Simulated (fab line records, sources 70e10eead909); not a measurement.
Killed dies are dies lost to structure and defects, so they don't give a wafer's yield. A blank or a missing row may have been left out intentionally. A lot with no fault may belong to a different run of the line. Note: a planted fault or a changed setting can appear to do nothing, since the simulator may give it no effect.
Struck lot and sound lot, side by side | flow nand_harc | 19 steps out of a route of 1302
Sound: these wafers, L677.1, L677.4, L677.6. Struck: wafers L670.1, L670.4, L670.5. The cause is given at the end.
Each step with rows lists, per side, the tool, then ch with its chambers, then its first start. Under that, the readings that differ: sound wafers | struck wafers | difference of the means | sigmas: that difference in standard deviations of wafers without a fault.
alike: readings with means less than 2 such deviations apart, plus words and numbers identical on both sides. not compared: withheld readings, readings lacking a value on some wafer, bounds such as >300 that could conceal the same value, and numbers that have no deviation in the record and whose values overlap.
A row with sigmas, a row that says differs or no value, or rows on one side alone: a step with any of these is where the two part. Numbers that don't overlap but have no deviation are shown without sigmas and don't part them. A reading missing from all wafers of one side parts the sides only when that side holds two or more wafers.

first, 1 step without rows for these wafers: NHARC_P_ZERO_WELL_HARDBAKE_12 (time 65 s).
NHARC_P_ZERO_WELL_DESCUM_13: chemistry O2, time 3 s.
  sound on rie_diel-10 ch 0,1,2, day 7 17:29; struck on rie_diel-10 ch 1,2,3, day 4 20:43
  alike: drypump_motor_current_A, oes_product_au, rf_vpp_V, showerhead_plenum_p_Torr, throttle_valve_pct
  not compared: rf_hours_counter_h
NHARC_P_ZERO_WELL_ETCH_65: etches the open film in N2/H2, target depth 80 nm, overetch 24 nm, time 87.88 s.
  sound on rie_diel-10 ch 1,2,3, day 7 17:34; struck on rie_diel-10 ch 0,2,3, day 4 20:51
  reading                | sound                | struck               | difference | sigmas
  throttle_valve_pct (%) | 14.178 14.189 14.179 | 14.160 14.166 14.141 | -0.026     | -3
  alike: drypump_motor_current_A, h2_flow_sccm, oes_product_au, rf_fwd_power_W, rf_vpp_V, showerhead_plenum_p_Torr
  not compared: rf_hours_counter_h
NHARC_P_ZERO_WELL_ETCH_62: etches the open film in CHF3/Ar, target depth 13 nm, time 6.5 s.
  sound: rie_diel-10 ch 0,2,3; struck: rie_diel-10 ch 1,2,3
  alike: drypump_motor_current_A, oes_product_au, rf_fwd_power_W, rf_vpp_V, showerhead_plenum_p_Torr, throttle_valve_pct
  not compared: rf_hours_counter_h
NHARC_P_ZERO_WELL_ETCH_63: etches the open film in HBr/Cl2, target depth 120 nm, time 40.1 s.
  sound on rie_si-04 ch 1,2,3, day 7 17:44; struck on rie_si-03 ch 0,1,2, day 4 21:10
  alike: drypump_motor_current_A, oes_product_au, rf_fwd_power_W, throttle_valve_pct
  not compared: rf_hours_counter_h
then, 7 steps without rows for these wafers: NHARC_P_ZERO_WELL_STRIP_15 (strips in SPM, time 900 s); NHARC_P_ZERO_WELL_DEHYDRATE_16 (time 120 s); NHARC_P_ZERO_WELL_HMDS_17 (time 30 s); NHARC_P_ZERO_WELL_COAT_18; NHARC_P_ZERO_WELL_SOFTBAKE_19 (time 95 s); NHARC_P_ZERO_WELL_EBR_20; NHARC_P_ZERO_WELL_EXPOSE_21 (exposes mask P NWELL, target cd 720 nm).
NHARC_P_ZERO_WELL_PEB_22: peb time 85 s.
  sound on litho_track-02 ch 0, day 7 18:38; struck on litho_track-02 ch 0, day 4 21:59
  reading                  | sound                | struck               | difference | sigmas
  heater_power_total_W (W) | 164.18 163.96 164.28 | 171.89 172.54 172.53 | +8.18      | +29
  plate_temp_C (C)         | 118.16 118.09 117.95 | 122.57 122.49 122.60 | +4.49      | +28
then, 1 step without rows for these wafers: NHARC_P_ZERO_WELL_DEVELOP_23 (time 70 s).
NHARC_P_ZERO_WELL_CD_MEAS_24 targets a cd of 720 nm.
  sound on cd_sem-02 ch 0, day 7 18:44; struck on cd_sem-02 ch 0, day 4 22:04
  reading    | sound             | struck            | difference | sigmas
  cd_nm (nm) | 718.6 721.5 722.1 | 725.7 725.6 723.7 | +4.3       | +3
then, 1 step without rows for these wafers: NHARC_P_ZERO_WELL_HARDBAKE_25 (time 80 s).
NHARC_P_ZERO_WELL_DESCUM_26: chemistry O2, time 3 s.
  sound on rie_diel-12 ch 0,1,2, day 7 18:54; struck on rie_diel-10 ch 0,2, day 4 22:20
  reading                      | sound           | struck            | difference | sigmas
  model.P_ZERO_WELL.cd_nm (nm) | 718.4 721 721.7 | 725.9 725.1 723.5 | +4.5       |
  alike: drypump_motor_current_A, oes_product_au, rf_vpp_V, showerhead_plenum_p_Torr, throttle_valve_pct
  not compared: rf_hours_counter_h
after that, 1 step had no rows for these wafers: NHARC_P_ZERO_WELL_IMPLANT_27.
NHARC_END_SORT_01:
  the record has rows for the sound wafers here (prober-02 ch 0, day 30 08:40) and none for the struck ones

== WHERE THEY PART ==
Last at NHARC_END_SORT_01 as far as this record goes, first at NHARC_P_ZERO_WELL_ETCH_65.

WHY: whatever the simulator had introduced
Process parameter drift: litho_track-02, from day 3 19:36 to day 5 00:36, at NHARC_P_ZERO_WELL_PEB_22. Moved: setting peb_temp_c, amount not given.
